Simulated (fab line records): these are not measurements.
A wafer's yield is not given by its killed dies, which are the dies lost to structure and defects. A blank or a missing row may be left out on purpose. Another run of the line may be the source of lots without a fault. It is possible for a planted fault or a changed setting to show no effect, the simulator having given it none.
Which tool was responsible? + flow nand_harc + 6 lots, 18 wafers sampled, at 5 steps of a route of 1159

== WHAT THE GAUGES SHOWED, per wafer ==
NHARC_END_SORT_01.
| lot  | measured     | on        | killed_at_array |
|------|--------------|-----------|-----------------|
| L212 | day 24 04:24 | prober-02 | 20              |

== TOOL THAT RAN EACH LOT (tool first, then ch and the chambers of the sampled wafers, then the start) ==
| lot  | NHARC_P_BONDPAD_DEGAS_25     | NHARC_A_ZERO_WELL_DESCUM_12        | NHARC_A_ONON_D1_DEP_33          | NHARC_A_CHANNEL_HOLE_D1_ETCH_16               |
|------|------------------------------|------------------------------------|---------------------------------|-----------------------------------------------|
| L201 | pvd_sputter-02, day 6 14:53  | rie_diel-12 ch 2,3, day 6 18:19    | pecvd-03 ch 0,1, day 8 08:07    | rie_diel-07 ch 1,2,3, no start                |
| L202 | pvd_sputter-02, day 7 06:19  | rie_diel-12 ch 0,1, day 7 09:38    | pecvd-02 ch 0,1,2, day 8 16:47  | rie_diel-09 ch 0,2,3, day 8 21:49             |
| L212 | pvd_sputter-03, day 9 16:45  | rie_diel-02 ch 1,2,3, day 9 20:05  | pecvd-03 ch 0,1,2, day 11 10:12 | rie_diel-07 ch 0,1,3, day 24 04:24 or earlier |
| L216 | pvd_sputter-01, day 10 09:46 | rie_diel-02 ch 0,1,2, day 10 12:48 | pecvd-01 ch 0,2, day 12 03:00   | rie_diel-07 ch 1,2,3, no start                |
| L222 | pvd_sputter-02, day 11 18:11 | rie_diel-12 ch 1,2,3, day 11 21:15 | pecvd-01 ch 1,2, day 13 08:43   | rie_diel-11 ch 2,3, no start                  |
| L223 | pvd_sputter-01, day 12 07:42 | rie_diel-02 ch 0,1, day 12 10:47   | pecvd-03 ch 0,1, day 14 07:09   | rie_diel-07 ch 1,2, no start                  |
- NHARC_P_BONDPAD_DEGAS_25: time 60 s.
- NHARC_A_ZERO_WELL_DESCUM_12: chemistry O2, time 3 s.
- NHARC_A_ONON_D1_DEP_33: deposits SiO2, target thk 200 nm.
- NHARC_A_CHANNEL_HOLE_D1_ETCH_16: etches the open film in O2/COS, target depth 3100 nm, time 806 s.

== THE ANSWER, worked out from the rows above alone ==
Rule: the lots themselves supply what counts as usual. Put in order of their means at a reading, lots are off if they are a third of the lots or fewer, leave a main group of 4 or more, and stand apart from it by a gap of 3 or more times the standard deviation of the main group's means; of several such gaps the widest counts. The tables above print the reading to a certain number of digits; a main group whose means all agree to those digits is not used. Also off: a lot with no number at a reading for which 4 or more lots have one. Any other lot the step has rows for is counted as sound.
No lot is off at any reading shown: from this, nothing can be told.

== WHAT THE SIMULATOR PUT IN ==
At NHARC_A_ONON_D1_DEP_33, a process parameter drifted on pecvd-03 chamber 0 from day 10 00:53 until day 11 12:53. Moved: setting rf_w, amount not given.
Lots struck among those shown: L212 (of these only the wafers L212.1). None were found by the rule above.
